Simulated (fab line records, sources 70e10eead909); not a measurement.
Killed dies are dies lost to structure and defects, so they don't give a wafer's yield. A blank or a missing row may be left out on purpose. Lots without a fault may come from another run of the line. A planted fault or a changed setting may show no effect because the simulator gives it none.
Chamber matching | flow nand_harc | NHARC_P_M2_ETCH_35 on rie_diel-03: 4 sister chambers
The step etches the open film in N2/H2, target depth 40 nm, overetch 12 nm, time 43.94 s. 27 wafers are shown with their chamber, then 12 later ones without.

WAFERS WITH THEIR CHAMBER
wafer  | chamber | drypump_motor_current_A (A) | rf_vpp_V (V) | oes_product_au (a.u.)
L077.2 | 1       | 6.3                         | 433.5        | 0.994
L077.3 | 0       | 6.0                         | 430.2        | 1.005
L077.6 | 2       | 5.7                         | 426.6        | 1.004
L079.3 | 0       | 6.0                         | 428.5        | 1.007
L079.4 | 3       | 5.0                         | 432.5        | 1.003
L079.5 | 2       | 5.7                         | 427.2        | 1.004
L081.1 | 2       | 5.7                         | 427.5        | 1.002
L081.3 | 3       | 5.0                         | 432.6        | 0.999
L081.4 | 0       | 6.0                         | 431.0        | 0.998
L082.1 | 0       | 5.9                         | 430.1        | 0.995
L082.5 | 0       | 5.9                         | 428.5        | 0.991
L082.6 | 1       | 6.3                         | 434.8        | 0.990
L083.1 | 2       | 5.7                         | 427.5        | 0.998
L083.5 | 0       | 5.9                         | 428.9        | 0.994
L083.6 | 3       | 5.0                         | 432.0        | 1.010
L085.1 | 0       | 6.0                         | 430.7        | 0.993
L085.3 | 2       | 5.6                         | 427.7        | 0.983
L085.5 | 2       | 5.7                         | 426.9        | 0.988
L090.1 | 1       | 6.3                         | 433.6        | 1.008
L090.2 | 2       | 5.7                         | 426.8        | 1.005
L090.3 | 3       | 5.0                         | 432.7        | 1.007
L091.1 | 3       | 5.0                         | 432.6        | 1.011
L091.5 | 3       | 5.0                         | 431.7        | 1.015
L091.6 | 0       | 6.0                         | 430.4        | 1.012
L093.2 | 0       | 5.9                         | 429.2        | 1.003
L093.4 | 2       | 5.7                         | 427.0        | 0.999
L093.6 | 2       | 5.7                         | 427.8        | 1.012

SIGNATURES (means of the wafers above)
reading                 | chamber 0 | chamber 1 | chamber 2 | chamber 3 | scatter within a chamber
drypump_motor_current_A | 5.956     | 6.300     | 5.689     | 5.000     | 0.0368
rf_vpp_V                | 429.722   | 433.967   | 427.222   | 432.350   | 0.681
oes_product_au          | 0.99978   | 0.99733   | 0.99944   | 1.00750   | 0.00782
Rule: a wafer's distance from a chamber is the root of the sum, over the readings, of the square of ((its reading less the chamber's mean) divided by the reading's scatter). The wafer belongs to the nearest chamber; if the next one is less than 2 further off, it can't be placed. The scatter: the root of (the sum of the squares of (reading less its chamber's mean) over the shown wafers, divided by (wafers less chambers)).

WAFERS WITHOUT THEIR CHAMBER
wafer  | drypump_motor_current_A (A) | rf_vpp_V (V) | oes_product_au (a.u.)
L094.1 | 6.0                         | 430.7        | 0.996
L094.3 | 6.3                         | 434.3        | 0.991
L094.4 | 5.7                         | 427.2        | 1.005
L095.1 | 5.7                         | 427.7        | 1.002
L095.3 | 6.0                         | 430.4        | 1.001
L095.4 | 6.3                         | 433.2        | 1.009
L096.1 | 6.3                         | 433.3        | 1.006
L096.4 | 5.7                         | 427.0        | 1.001
L096.6 | 5.7                         | 425.7        | 1.005
L097.1 | 6.3                         | 434.2        | 0.999
L097.2 | 5.9                         | 432.5        | 0.998
L097.5 | 5.0                         | 433.0        | 1.010

WHICH CHAMBER EACH WENT THROUGH
wafer  | from the rows above | in truth
L094.1 | 0                   | 0
L094.3 | 1                   | 1
L094.4 | 2                   | 2
L095.1 | 2                   | 2
L095.3 | 0                   | 0
L095.4 | 1                   | 1
L096.1 | 1                   | 1
L096.4 | 2                   | 2
L096.6 | 2                   | 2
L097.1 | 1                   | 1
L097.2 | 0                   | 0
L097.5 | 3                   | 3
Placed correctly: 12 of 12. Can't be placed from these rows: 0. Placed wrongly: 0.
